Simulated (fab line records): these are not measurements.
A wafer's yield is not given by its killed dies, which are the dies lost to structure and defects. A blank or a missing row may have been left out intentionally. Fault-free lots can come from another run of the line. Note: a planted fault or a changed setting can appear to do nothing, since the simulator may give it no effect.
Comparing a struck lot with a sound one + flow n5-finfet + 37 out of 1938 route steps
Sound: the wafers L534.1, L534.2, L534.6. Struck: wafers L552.2, L552.3, L552.6. The cause is named last.
Each step with rows lists, per side, the tool, then ch with its chambers, then its first start. Under that, the readings that differ: sound wafers + struck wafers + difference of the means + sigmas: that difference in standard deviations of wafers without a fault.
alike: same words and numbers on both sides, and readings whose means sit less than 2 such deviations apart. not compared: any withheld reading, any reading some wafer has no value for, any bound like >300 that may hide the same value, and any number with overlapping values for which the record gives no deviation.
Wherever a step has rows on one side only, a row that says differs or no value, or a row with sigmas, the two part there. When numbers do not overlap yet have no deviation, they are printed without sigmas and do not part them. A reading that every wafer of one side lacks parts them only if that side has two wafers or more.

first, 9 steps without rows for these wafers: N5_BEOL_M9_DESCUM_33 (chemistry O2, time 7 s); N5_BEOL_M9_ETCH_76 (etches underlayer in N2/H2, target depth 6.5 nm, time 5.2 s); N5_BEOL_M9_ETCH_65 (etches SiARC in CF4, target depth 15.6 nm, time 26 s); N5_BEOL_M9_ETCH_66 (etches SOC in N2/H2, target depth 80 nm, overetch 16 nm, time 120 s); N5_BEOL_M9_STRIP_69 (strips in N2/H2); N5_BEOL_M9_STRIP_77 (strips in N2/H2); N5_BEOL_M9_VIA_ETCH_34 (etches SiCOH lowk in C4F6/O2, target depth 182.4 nm, time 68.4 s); N5_BEOL_M9_STRIP_73 (strips in C4F6/O2); N5_BEOL_M9_STRIP_36 (strips in N2/H2).
N5_BEOL_M9_TRENCH_ETCH_37: etches SiCOH lowk in C4F6/O2, target depth 151.43 nm, time 49 s.
  sound on rie-diel-03 ch 0,2, day 10 19:43; struck on rie-diel-04 ch 2,3, day 14 12:37
| reading                                    | sound           | struck          | difference | sigmas |
|--------------------------------------------|-----------------|-----------------|------------|--------|
| run-length-s (s)                           | 72.4 71.5 71.6  | 60.7 61.3 61.1  | -10.8      | -28    |
| time-s (s)                                 | 49 49 49        | 34.3 34.3 34.3  | -14.7      |        |
| model.BEOL_M9.feature-depth-nm (nm)        | 151 150 151.6   | 109 107 107     | -43        |        |
| model.etch.depth-nm (nm)                   | 151 150.1 151.6 | 109.1 107 106.9 | -43.2      |        |
| model.TiN_of_BEOL_M9_HM_DEP_02.thk-nm (nm) | 15.8 15.8 15.8  | 16.8 17.2 17.2  | +1.3       |        |
  alike: bias-w, drypump-motor-current-A, oes-product-au, rf-vpp-V, showerhead-plenum-p-Torr, throttle-valve-pct
  not compared: rf-hours-counter-h
then, 2 steps without rows for these wafers: N5_BEOL_M9_ETCH_41 (etches SiCN in CH3F/O2, target depth 36.6 nm, time 70.1 s); N5_BEOL_M9_STRIP_80 (strips in N2/H2, time 10 s).
N5_BEOL_M9_OCD_MEAS_38:
  sound on ocd-01, day 10 19:53; struck on ocd-01, day 14 12:47
| reading              | sound             | struck            | difference | sigmas |
|----------------------|-------------------|-------------------|------------|--------|
| trench-depth-nm (nm) | 150.6 150.0 151.5 | 109.3 107.1 107.0 | -42.9      | -16    |
then, 13 steps without rows for these wafers: N5_BEOL_M9_HM_STRIP_39 (strips TiN in peroxide tin strip, target depth 25 nm, time 158 s); N5_BEOL_M9_SRD_40 (time 30 s); N5_BEOL_M9_PRECLEAN_42 (cleans in residue remover, time 60 s); N5_BEOL_M9_SRD_43 (time 30 s); N5_BEOL_M9_CURE_72 (cures SiCOH lowk, time 120 s); N5_BEOL_M9_DEGAS_44 (time 60 s); N5_BEOL_M9_PRE_CLEAN_45 (time 30 s); N5_BEOL_M9_ALD_74 (deposits TaN, target thk 2 nm, pulse time 2 s, purge time 3 s); N5_BEOL_M9_SURFACE_TREAT_79; N5_BEOL_M9_CVD_78 (deposits Co from CCTBA/H2, target thk 2 nm, time 138.9 s); N5_BEOL_M9_SPUTTER_48 (material Cu, target thk 12 nm, time 2 s); N5_BEOL_M9_ECD_50 (material Cu, target thk 318 nm); N5_BEOL_M9_ANNEAL_51 (time 90 s).
N5_BEOL_M9_CMP_52: polishes, stops on SiCOH lowk, t overpolish 7 s, target thk 140 nm.
  sound on cmp-03 ch 0,2,3, day 10 21:39; struck on cmp-03 ch 1,3, day 14 14:45
| reading                                | sound             | struck     | difference | sigmas |
|----------------------------------------|-------------------|------------|------------|--------|
| model.Cu_of_BEOL_M9_ECD_50.thk-nm (nm) | 141.2 140.4 140.6 | 98 96 96.2 | -44        |        |
  alike: motor-current-A
N5_BEOL_M9_THK_MEAS_53: measures by xrf.
  sound on film-metro-02, day 10 21:52; struck on film-metro-01, day 14 15:03
| reading     | sound       | struck   | difference | sigmas |
|-------------|-------------|----------|------------|--------|
| M9_THK (nm) | 143 142 142 | 99 98 98 | -44        | -14    |
then, 2 steps without rows for these wafers: N5_BEOL_M9_PRE_CLEAN_55 (time 15 s); N5_BEOL_M9_DEP_56 (deposits SiCN from 3MS/NH3, target thk 15 nm, time 26.5 s).
N5_BEOL_M9_RS_MEAS_57: a four-point-probe measurement.
  sound on film-metro-02, day 10 22:02; struck on film-metro-01, day 14 15:11
| reading        | sound             | struck            | difference | sigmas |
|----------------|-------------------|-------------------|------------|--------|
| M9_RS (ohm/sq) | 0.149 0.150 0.150 | 0.225 0.231 0.230 | +0.079     | +23    |
then, 5 steps without rows for these wafers: N5_BEOL_M10_ILD_DEP_00 (deposits SiCOH lowk from DEMS/porogen, target thk 308.51 nm, time 58 s); N5_BEOL_M10_CURE_71 (cures SiCOH lowk, time 240 s); N5_BEOL_M10_PECVD_70 (deposits SiO2 from TEOS/O2, target thk 20 nm, time 22.7 s); N5_BEOL_M10_HM_DEP_02 (deposits TiN, target thk 20 nm); N5_BEOL_M10_COAT_59 (time 60 s, resist thk 100 nm).
N5_BEOL_M15_RC_MEAS_101:
  sound on prober-01 ch 0, day 12 23:34; struck on prober-01 ch 0, day 16 09:59
| reading                   | sound          | struck         | difference | sigmas |
|---------------------------|----------------|----------------|------------|--------|
| SERP_M9 (ohm/um)          | 3.08 3.13 3.03 | 4.52 4.57 4.53 | +1.46      | +18    |
| SERP_M9_max_site (ohm/um) | 3.09 3.19 3.10 | 4.60 4.66 4.79 | +1.56      | +20    |
  alike: COMB_M10, COMB_M10_max_site, COMB_M11, COMB_M12, COMB_M13, COMB_M14, COMB_M15, COMB_M5, COMB_M6, COMB_M7, COMB_M8, SERP_M10, SERP_M11, SERP_M12, SERP_M13, SERP_M14, SERP_M5, SERP_M6, SERP_M7, SERP_M7_max_site, SERP_M8, SERP_M8_max_site

WHERE THEY PART
Last at N5_BEOL_M15_RC_MEAS_101 as far as this record goes, first at N5_BEOL_M9_TRENCH_ETCH_37.

WHY: whatever the simulator had introduced
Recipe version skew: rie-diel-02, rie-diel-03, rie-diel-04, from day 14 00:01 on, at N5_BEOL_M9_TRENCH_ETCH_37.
